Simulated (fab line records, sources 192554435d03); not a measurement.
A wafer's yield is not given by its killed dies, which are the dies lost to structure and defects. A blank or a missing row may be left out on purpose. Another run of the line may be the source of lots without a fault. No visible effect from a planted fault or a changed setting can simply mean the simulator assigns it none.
Which tool is to blame? ; flow n5-finfet ; 7 lots, 21 wafers sampled, at 6 steps of a route of 1938

WHAT EACH GAUGE READ, for each wafer
N5_BEOL_M13_CD_MEAS_17: the cd target is 190 nm.
lot;measured;on;cd-nm (nm)
L926;day 11 09:31;cd-sem-02;190.1 190.7 190.8
L928;day 12 05:55;cd-sem-02;- - -
L937;day 15 00:54;cd-sem-02;187.7 186.6 189.1
L944;day 16 09:25;cd-sem-03;186.8 187.9 186.0
L946;day 17 00:32;cd-sem-02;187.9 188.3 187.5
L942;day 17 01:38;cd-sem-01;188.6 188.8 189.6
L947;day 17 14:04;cd-sem-01;190.4 192.0 190.6

WHAT TOOL EACH LOT RAN ON (gives the tool, then ch and the chambers of the sampled wafers, and finally the start)
lot;N5_BEOL_M13_ILD_DEP_00;N5_BEOL_M13_DESCUM_15;N5_BEOL_M13_ETCH_59;N5_BEOL_M13_VIA_ETCH_16;N5_BEOL_M13_STRIP_63
L926;pecvd-03 ch 0,2, day 11 08:26;rie-diel-03 ch 0,1,3, day 11 08:59;rie-diel-03 ch 0,1,3, day 11 09:01;rie-diel-03 ch 0,1,3, day 11 09:05;plasma-asher-01 ch 0,1, day 11 09:20
L928;pecvd-04 ch 0,1, day 12 04:43;rie-diel-04 ch 0,1,3, day 12 05:23;rie-diel-04 ch 0,1,3, day 12 05:25;rie-diel-04 ch 0,1,3, day 12 05:29;plasma-asher-01 ch 0,1, day 12 05:43
L937;pecvd-03 ch 1,2, day 14 23:37;rie-diel-03 ch 0,2,3, day 15 00:22;rie-diel-03 ch 0,2,3, day 15 00:23;rie-diel-03 ch 0,2,3, day 15 00:27;plasma-asher-01 ch 0,1, day 15 00:42
L944;pecvd-03 ch 0,2, day 16 08:13;rie-diel-03 ch 0,1,2, day 16 08:53;rie-diel-03 ch 0,1,2, day 16 08:56;rie-diel-03 ch 0,1,2, day 16 08:59;plasma-asher-01 ch 1, day 16 09:13
L946;pecvd-01 ch 0,2, day 16 23:19;rie-diel-03 ch 1,2, day 17 00:01;rie-diel-03 ch 1,2, day 17 00:02;rie-diel-03 ch 1,2, day 17 00:05;plasma-asher-01 ch 0,1, day 17 00:20
L942;pecvd-01 ch 0,2, day 17 00:25;rie-diel-01 ch 0,2, day 17 00:58;rie-diel-01 ch 0,2, day 17 01:02;rie-diel-01 ch 0,2, day 17 01:11;plasma-asher-02 ch 0,1, day 17 01:26
L947;pecvd-03 ch 0,2, day 17 12:50;rie-diel-01 ch 0,2,3, day 17 13:32;rie-diel-01 ch 0,2,3, day 17 13:34;rie-diel-01 ch 0,2,3, day 17 13:38;plasma-asher-02 ch 0,1, day 17 13:52
- N5_BEOL_M13_ILD_DEP_00: deposits SiOC from DEMS/O2, target thk 837.92 nm, time 166.4 s.
- N5_BEOL_M13_DESCUM_15: chemistry O2, time 7.9 s.
- N5_BEOL_M13_ETCH_59: etches BARC in N2/H2, target depth 89 nm, overetch 26.7 nm, time 67.9 s.
- N5_BEOL_M13_VIA_ETCH_16: etches SiOC in C4F8/O2/Ar, target depth 921.7 nm.
- N5_BEOL_M13_STRIP_63: strips in N2/H2.

THE ANSWER, worked out from the rows above alone
Rule: usual is defined by the lots themselves. Put in order of their means at a reading, lots are off if they are a third of the lots or fewer, leave a main group of 4 or more, and stand apart from it by a gap of 3 or more times the standard deviation of the main group's means; of several such gaps the widest counts. A main group whose means are all the same, to the digits that the tables above print for the reading, isn't used. Also off: a lot with no number at a reading for which 4 or more lots have one. All remaining lots with rows at the step are treated as sound.
Off: L928 (N5_BEOL_M13_CD_MEAS_17, cd-nm). Without a number there: L928. The main group has a mean of 188.9 nm with a standard deviation of 1.5.
If a tool, at a process step before that reading, ran all the lots that are off and no sound lot after the first of them, it fits. Gauges at N5_BEOL_M13_CD_MEAS_17: tried the same way as those tools. This does not decide it: 2 tools fit, namely pecvd-04 at N5_BEOL_M13_ILD_DEP_00 and rie-diel-04 at N5_BEOL_M13_DESCUM_15 and N5_BEOL_M13_ETCH_59 and N5_BEOL_M13_VIA_ETCH_16.

WHAT THE SIMULATOR HAD PUT IN
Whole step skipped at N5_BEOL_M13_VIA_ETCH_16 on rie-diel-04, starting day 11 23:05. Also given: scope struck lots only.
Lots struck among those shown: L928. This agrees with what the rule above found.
